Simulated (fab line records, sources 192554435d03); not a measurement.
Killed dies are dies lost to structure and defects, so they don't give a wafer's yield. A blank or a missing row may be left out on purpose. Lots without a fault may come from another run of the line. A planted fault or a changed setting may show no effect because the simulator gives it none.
Tool commonality check | flow n5_finfet | 9 lots, 27 wafers sampled

WHY IT WAS OPENED
At N5_BEOL_M4_RC_MEAS_101 the reading CJ_P is flagged on 3 of 9 lots. Wafers without a fault read 5.78, standard deviation 0.19.
Rule: a lot is flagged when every wafer of it that has a number lies more than 4 standard deviations from that mean, or none has a number. The other lots count as sound.

lot  | measured     | on        | CJ_P, wafer by wafer | flag
L375 | day 8 07:29  | prober-01 | 5.74 5.54 5.75       |
L376 | day 8 11:39  | prober-02 | 5.82 5.70 5.89       |
L381 | day 9 21:27  | prober-02 | 5.19 5.79 5.43       |
L380 | day 10 01:50 | prober-02 | 5.82 5.99 5.66       |
L382 | day 10 04:14 | prober-01 | 5.73 6.09 6.14       |
L386 | day 11 06:59 | prober-02 | 6.08 5.75 6.10       |
L391 | day 12 09:08 | prober-02 | 7.45 7.18 7.08       | FLAGGED
L390 | day 12 12:28 | prober-02 | 7.08 7.10 7.04       | FLAGGED
L392 | day 12 22:08 | prober-02 | 6.95 6.61 6.83       | FLAGGED
The numbers of the flagged lots are 7.04 on average: +1.26 against the usual, or +7 standard deviations.

WHICH TOOL RAN EACH LOT
The record holds 4 process steps before the reading, out of a route of 1938 steps. In each cell: the tool, then ch and the chambers that the sampled wafers went through, then the start.
lot  | flag    | N5_ZERO_LAYER_PECVD_02         | N5_WELL_APT_IMPLANT_15         | N5_PMOS_HMC_CHANNEL_EPI_ETCH_38 | N5_PMOS_HMC_CHANNEL_EPI_FIN_RECESS_16
L375 |         | pecvd-03 ch 0,1, day 1 18:17   | implanter-02 ch 0, day 1 20:07 | rie_si-01 ch 0,1,2, day 2 00:04 | rie_si-01 ch 0,1,2, day 2 00:05
L376 |         | pecvd-03 ch 0,1,2, day 2 00:17 | implanter-01 ch 0, day 2 02:11 | rie_si-01 ch 0,1,2, day 2 05:49 | rie_si-01 ch 0,1,2, day 2 05:50
L381 |         | pecvd-03 ch 0,1, day 3 06:17   | implanter-02 ch 0, day 3 08:42 | rie_si-04 ch 0,3, day 3 12:28   | rie_si-04 ch 0,3, day 3 12:29
L380 |         | pecvd-01 ch 1,2, day 3 00:18   | implanter-02 ch 0, day 3 02:15 | rie_si-04 ch 0,1, day 3 05:49   | rie_si-04 ch 0,1, day 3 05:50
L382 |         | pecvd-01 ch 1,2, day 3 12:17   | implanter-01 ch 0, day 3 14:52 | rie_si-01 ch 0,2,3, day 3 18:52 | rie_si-01 ch 0,2,3, day 3 18:53
L386 |         | pecvd-03 ch 0,1,2, day 4 12:17 | implanter-02 ch 0, day 4 14:04 | rie_si-05 ch 2,3, day 4 18:13   | rie_si-05 ch 2,3, day 4 18:14
L391 | FLAGGED | pecvd-01 ch 1,2, day 5 18:18   | implanter-02 ch 0, day 5 20:43 | rie_si-05 ch 2,3, day 6 02:15   | rie_si-05 ch 2,3, day 6 02:16
L390 | FLAGGED | pecvd-03 ch 1,2, day 5 12:28   | implanter-02 ch 0, day 5 14:21 | rie_si-05 ch 0,2, day 5 18:04   | rie_si-05 ch 0,2, day 5 18:05
L392 | FLAGGED | pecvd-03 ch 0,1,2, day 6 00:17 | implanter-02 ch 0, day 6 04:26 | rie_si-01 ch 0,1,3, day 6 08:47 | rie_si-01 ch 0,1,3, day 6 08:48
What these steps do:
- N5_ZERO_LAYER_PECVD_02: deposits SiO2 from SiH4/N2O, target thk 10 nm, time 6 s.
- N5_WELL_APT_IMPLANT_15
- N5_PMOS_HMC_CHANNEL_EPI_ETCH_38: etches SiO2 in CF4, target depth 1.5 nm.
- N5_PMOS_HMC_CHANNEL_EPI_FIN_RECESS_16: chemistry HBr/Cl2, target Si, target depth 54 nm, time 18 s.
- N5_BEOL_M4_RC_MEAS_101

FLAGGED OVER TOTAL, TOOL BY TOOL (the gauges that took the reading come last)
step                                  | tool         | lots run | flagged | share of the flagged lots | sound lots run after its first flagged lot
N5_ZERO_LAYER_PECVD_02                | pecvd-01     | 3        | 1       | some                      | 0
N5_ZERO_LAYER_PECVD_02                | pecvd-03     | 6        | 2       | some                      | 0
N5_WELL_APT_IMPLANT_15                | implanter-01 | 2        | 0       | none                      | -
N5_WELL_APT_IMPLANT_15                | implanter-02 | 7        | 3       | all                       | 0
N5_PMOS_HMC_CHANNEL_EPI_ETCH_38       | rie_si-01    | 4        | 1       | some                      | 0
N5_PMOS_HMC_CHANNEL_EPI_ETCH_38       | rie_si-04    | 2        | 0       | none                      | -
N5_PMOS_HMC_CHANNEL_EPI_ETCH_38       | rie_si-05    | 3        | 2       | some                      | 0
N5_PMOS_HMC_CHANNEL_EPI_FIN_RECESS_16 | rie_si-01    | 4        | 1       | some                      | 0
N5_PMOS_HMC_CHANNEL_EPI_FIN_RECESS_16 | rie_si-04    | 2        | 0       | none                      | -
N5_PMOS_HMC_CHANNEL_EPI_FIN_RECESS_16 | rie_si-05    | 3        | 2       | some                      | 0
N5_BEOL_M4_RC_MEAS_101                | prober-01    | 2        | 0       | none                      | -
N5_BEOL_M4_RC_MEAS_101                | prober-02    | 7        | 3       | all                       | 0

WHAT THE TABLE ALLOWS
2 rows of the table ran every flagged lot: implanter-02 at N5_WELL_APT_IMPLANT_15, prober-02 at N5_BEOL_M4_RC_MEAS_101.
- implanter-02 at N5_WELL_APT_IMPLANT_15: 3 of its 7 lots flagged. Its last sound lot is L386 (day 4 14:04), its first flagged lot L390 (day 5 14:21): a fault that began between those two fits. Its own readings lie more than 4 standard deviations out on every wafer of the flagged lots: dose_ions_cm2, faraday_current_uA.
- prober-02 at N5_BEOL_M4_RC_MEAS_101: 3 of its 7 lots flagged. Its last sound lot is L386 (day 11 06:59), its first flagged lot L391 (day 12 09:08): a fault that began between those two fits.
Counting lots can't tell these 2 tools apart, because each fits a fault that began at some hour. More lots, or a look at what each step does to the wafer, might.

WHAT THE SIMULATOR HAD PUT IN
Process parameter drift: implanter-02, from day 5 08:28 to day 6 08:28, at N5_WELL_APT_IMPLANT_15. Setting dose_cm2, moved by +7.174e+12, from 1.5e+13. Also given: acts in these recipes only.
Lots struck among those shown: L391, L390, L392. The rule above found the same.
